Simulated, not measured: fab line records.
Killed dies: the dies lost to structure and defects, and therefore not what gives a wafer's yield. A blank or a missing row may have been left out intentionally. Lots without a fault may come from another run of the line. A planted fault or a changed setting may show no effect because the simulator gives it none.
A struck lot beside a sound one | flow n5Finfet | 25 out of 1938 route steps
Sound: these wafers, L898.1, L898.2, L898.5. Wafers struck: L895.1, L895.4, L895.5. At the end, the cause is stated.
Per side, at each step with rows, come the tool, then ch with its chambers, and then its first start. Under that, the readings that differ: sound wafers | struck wafers | difference of the means | sigmas: that difference in standard deviations of wafers without a fault.
alike: words and numbers the same on both sides, and readings whose means are apart by under 2 such deviations; not compared: readings that were withheld, readings missing a value for some wafer, numbers with overlapping values and no deviation given by the record, and bounds like >300 which may hide the same value.
The two part at a step that has a row with sigmas, a row that says differs or no value, or rows on one side only. Non-overlapping numbers with no deviation appear without sigmas and do not part them. Lack of a reading on every wafer of one side parts them only where that side has two or more wafers.

first, 9 steps without rows for these wafers: N5_FIN_SAQP_COAT_50 (time 60 s, resist thk 35 nm); N5_FIN_SAQP_COAT_10 (resist thk 90 nm); N5_FIN_SAQP_EBR_12; N5_FIN_SAQP_SOFTBAKE_11 (time 60 s); N5_FIN_SAQP_EXPOSE_13 (exposes mask FIN CORE, target cd 35.6 nm); N5_FIN_SAQP_PEB_14 (peb time 60 s); N5_FIN_SAQP_DEVELOP_15 (develop time 30 s); N5_FIN_SAQP_DESCUM_21 (chemistry O2, time 7.9 s); N5_FIN_SAQP_ETCH_51 (etches SiARC in CF4, target depth 45.5 nm, time 75.8 s).
N5_FIN_SAQP_ETCH_52: etches SOC in N2/H2, target depth 100 nm, overetch 20 nm, time 150 s.
  sound on rieDiel-02 ch 0,1, day 6 09:55; struck on rieDiel-01 ch 0,2,3, day 5 16:00
  no value came back on the struck wafers for any of 7 readings (biasW (W), chamberPressureMTorr (mTorr) and others); on the sound wafers biasW (W) reads 149.9 149.9 150.1
reading                                      | sound             | struck            | difference | sigmas
model.CAR-ArF_of_FIN_SAQP_COAT_10.thkNm (nm) | 0 0 0             | 51.06 51.16 50.95 | +51.06     | 
model.SiARC_of_FIN_SAQP_COAT_50.thkNm (nm)   | 28.86 29.03 28.91 | 34.97 34.94 34.99 | +6.03      | 
  not compared: rfHoursCounterH
then, 1 step without rows for these wafers: N5_FIN_SAQP_STRIP_53 (strips in N2/H2).
N5_FIN_SAQP_HM_OPEN_73: chemistry CHF3/O2, target SiO2, stops on a-Si, target depth 12 nm, time 16.8 s.
  sound on rieDiel-02 ch 0,1, day 6 10:02; struck on rieDiel-01 ch 0,2,3, day 5 16:06
reading                                    | sound             | struck            | difference | sigmas
oesProductAu (a.u.)                        | 0.439 0.479 0.446 | 0.336 0.285 0.257 | -0.162     | -6
model.SiARC_of_FIN_SAQP_COAT_50.thkNm (nm) | 4.572 4.524 4.43  | 10.96 10.83 11.74 | +6.67      | 
  alike: drypumpMotorCurrentA, oes_o_777_au, rfVppV, showerheadPlenumPTorr, throttleValvePct
  not compared: rfHoursCounterH
then, 1 step without rows for these wafers: N5_FIN_SAQP_STRIP_74 (strips in CHF3/O2).
N5_FIN_SAQP_MANDREL_ETCH_22: etches a-Si in HBr/Cl2, stops on SiNx, target depth 60 nm, bt time 10 s, time 30 s.
  sound on rieSi-03 ch 1,3, day 6 10:07; struck on rieSi-04 ch 0,1,2, day 5 16:11
reading              | sound             | struck            | difference | sigmas
oesProductAu (a.u.)  | 0.769 0.762 0.770 | 0.301 0.300 0.306 | -0.465     | -36
throttleValvePct (%) | 35.84 35.32 35.82 | 36.05 36.33 36.52 | +0.64      | +2
  alike: HBr_flow_sccm, biasW, drypumpMotorCurrentA
  not compared: rfHoursCounterH
then, 5 steps without rows for these wafers: N5_FIN_SAQP_STRIP_55 (strips in N2/H2); N5_FIN_SAQP_STRIP_23 (strips in SPM, time 750 s); N5_FIN_SAQP_SRD_66 (time 30 s); N5_FIN_SAQP_RECESS_75 (chemistry HF/NH3, target SiO2, target depth 14.4 nm, afs cycles 3, sublimation time 60 s); N5_FIN_SAQP_SPACER1_ALD_24 (deposits SiO2, target thk 20.3 nm, pulse time 1 s, purge time 2 s).
N5_FIN_SAQP_SPACER1_ETCHBACK_25: etches SiO2 in CHF3/O2, target depth 24.4 nm, time 12.2 s.
  sound on rieDiel-01 ch 0,2, day 6 12:19; struck on rieDiel-05 ch 0,3, day 5 17:47
reading             | sound          | struck         | difference | sigmas
oes_o_777_au (a.u.) | 0.68 0.90 0.88 | 0.70 0.72 0.72 | -0.11      | -2
oesProductAu (a.u.) | 0.67 0.90 0.90 | 0.26 0.27 0.27 | -0.56      | -11
  alike: drypumpMotorCurrentA, rfVppV, showerheadPlenumPTorr, throttleValvePct
  not compared: rfHoursCounterH
N5_FIN_SAQP_MANDREL1_REMOVE_56: chemistry HBr/Cl2/O2, target a-Si, stops on SiNx, bt time 10 s.
  sound on rieSi-01 ch 2,3, day 6 12:25; struck on rieSi-01 ch 1,3, day 5 17:52
reading             | sound             | struck            | difference | sigmas
oesProductAu (a.u.) | 1.009 0.994 0.990 | 0.375 0.384 0.365 | -0.623     | -37
  alike: drypumpMotorCurrentA, oes_o_777_au, throttleValvePct
  not compared: rfHoursCounterH
N5_FIN_SAQP_CD_MEAS_27: target cd 20 nm.
  sound on cdSem-01 ch 0, day 6 12:31; struck on cdSem-02 ch 0, day 5 17:59
reading   | sound             | struck | difference                    | sigmas
cdNm (nm) | 20.59 20.53 20.47 | - - -  | no value on the struck wafers | 
then, 1 step without rows for these wafers: N5_FIN_SAQP_ETCH_57 (etches SiNx in CH3F/O2, target depth 32.5 nm, time 46.4 s).
N5_BEOL_M4_RC_MEAS_101:
  the record has rows for the sound wafers here (prober-01 ch 0, day 12 18:41) and none for the struck ones
-- a jump in the record: the struck wafers' starts before and after are 11 days apart (it breaks off in module BEOL_M4 and resumes in module PASSIVATION, where the first step shown is number 1936 of the route) --
N5_PASSIVATION_PROBE_49:
  the record has rows for the struck wafers here (prober-02, day 16 18:19) and none for the sound ones

== WHERE THEY PART ==
Last at N5_PASSIVATION_PROBE_49 as far as this record goes, first at N5_FIN_SAQP_ETCH_52.

WHY: what had been put in by the simulator
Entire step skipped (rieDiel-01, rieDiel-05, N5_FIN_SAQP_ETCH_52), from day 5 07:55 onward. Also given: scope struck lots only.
